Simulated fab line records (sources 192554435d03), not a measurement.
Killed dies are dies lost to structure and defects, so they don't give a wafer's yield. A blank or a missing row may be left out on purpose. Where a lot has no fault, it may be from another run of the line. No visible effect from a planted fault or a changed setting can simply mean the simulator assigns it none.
Code-filled problem report in 8D (eight disciplines) form | flow n5-finfet | the parts of the form that need people (team, actions taken, sign-off) are left out
Where a reading is given only as a bound, like >300, the bound stands for it, and a mean or a difference that rests on one is marked > or <: the true number lies beyond.

## 1. THE ISSUE
raw-defect-count at N5_PASSIVATION_INSPECT_61 reads a mean of >300 on 6 wafers of 2 lots; wafers without a fault read 2.1 with a standard deviation of 1.4. So: +99 or more standard deviations from the usual mean.
The step: inspects for defects (macro).
First observed at day 14 18:41: wafer L372.2, on defect-inspect-01. The record holds 30 wafers of 10 lots with a number at this step. Rule for "out" (also "out of limits"): further than 4 standard deviations from the usual mean. Any other wafer with a number is counted as sound.

## 2. WHAT IT IS AND WHAT IT IS NOT
question                    | is                     | is not
which readings at this step | raw-defect-count       | -
which lots                  | L372, L377             | L364, L366, L367, L378, L379, L380, L386, L387
which wafers of those lots  | all that have a number | -
read on which gauges        | defect-inspect-01      | defect-inspect-02
when                        | from day 14 18:41      | up to then (9 sound wafers); but 15 sound wafers of L378, L379, L380, L386, L387 came after

## 3. THE SUSPECTS, EACH WITH WHAT RULES IT OUT
Counting: a tool at any process step up to the reading remains a suspect when it ran all the lots that are out and ran no sound lot after the first of those.
- the gauge at N5_PASSIVATION_INSPECT_61 has been ruled out. All the wafers that are out were read on defect-inspect-01, but those of them that N5_PASSIVATION_PROBE_49 has rows for are out there too, on other tools.
- rie-metal-02 at N5_MIM_BOT_ETCH_ETCH_03 (etches the open film in Cl2/BCl3, target depth 12 nm): ruled out as a lasting fault. The sound lots L386 went through it after L372, its earliest lot that is out (day 14 13:28).
Left after counting: nothing in the record.

## 4. THE CAUSE (what the simulator had put in)
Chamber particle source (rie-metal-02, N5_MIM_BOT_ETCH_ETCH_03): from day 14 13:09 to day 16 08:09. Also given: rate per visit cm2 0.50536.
Counting ruled it out, wrongly: the rule takes a fault to strike every lot that its tool runs from its start on, and this one did not.

## 5. THE CHAIN OF EFFECTS, in route order
Rows list readings where the struck wafers' mean (over those with a number) sits beyond 3 standard deviations from the usual. Readings are gone through only where the record gives a usual standard deviation; hours: the median, over the lots, of the time from a lot's start at the first step in this table giving one to that lot's start at this step; sigmas: the change measured in usual standard deviations.
hours | step                      | reading              | usual  | on struck wafers | change | sigmas
0     | N5_PASSIVATION_INSPECT_61 | raw-defect-count     | 2.1    | >300             | >+298  | +99 or more
8     | N5_PASSIVATION_PROBE_49   | defect-limited-yield | 91.6 % | 86.6             | -5.0   | -3.6
8     | N5_PASSIVATION_PROBE_49   | killed-at-other      | 3.9    | 64.3             | +60.4  | +20
8     | N5_PASSIVATION_PROBE_49   | killed-dies          | 99     | 158              | +59    | +3.7
8     | N5_PASSIVATION_PROBE_49   | killed-on-rim        | 13     | 25               | +12    | +3.2
8     | N5_PASSIVATION_PROBE_49   | sort_bin_5_function  | 4.9 %  | 8.6              | +3.7   | +4.1
8     | N5_PASSIVATION_PROBE_49   | sort-n-pass          | 1081   | 1022             | -59    | -3.7
8     | N5_PASSIVATION_PROBE_49   | sort-yield-pct       | 91.6 % | 86.6             | -5.0   | -3.6
The process steps in it:
- N5_PASSIVATION_PROBE_49

## 6. WHAT WOULD HAVE CAUGHT IT SOONER
The first out-of-limits reading at a measuring or inspecting step in this record came at day 14 18:41, 6 hours after the fault's start at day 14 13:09.
An alarm limit of 4 standard deviations would not have fired on the tool readings at N5_MIM_BOT_ETCH_ETCH_03 for which the record gives a usual standard deviation, since none of them was out on any struck wafer.
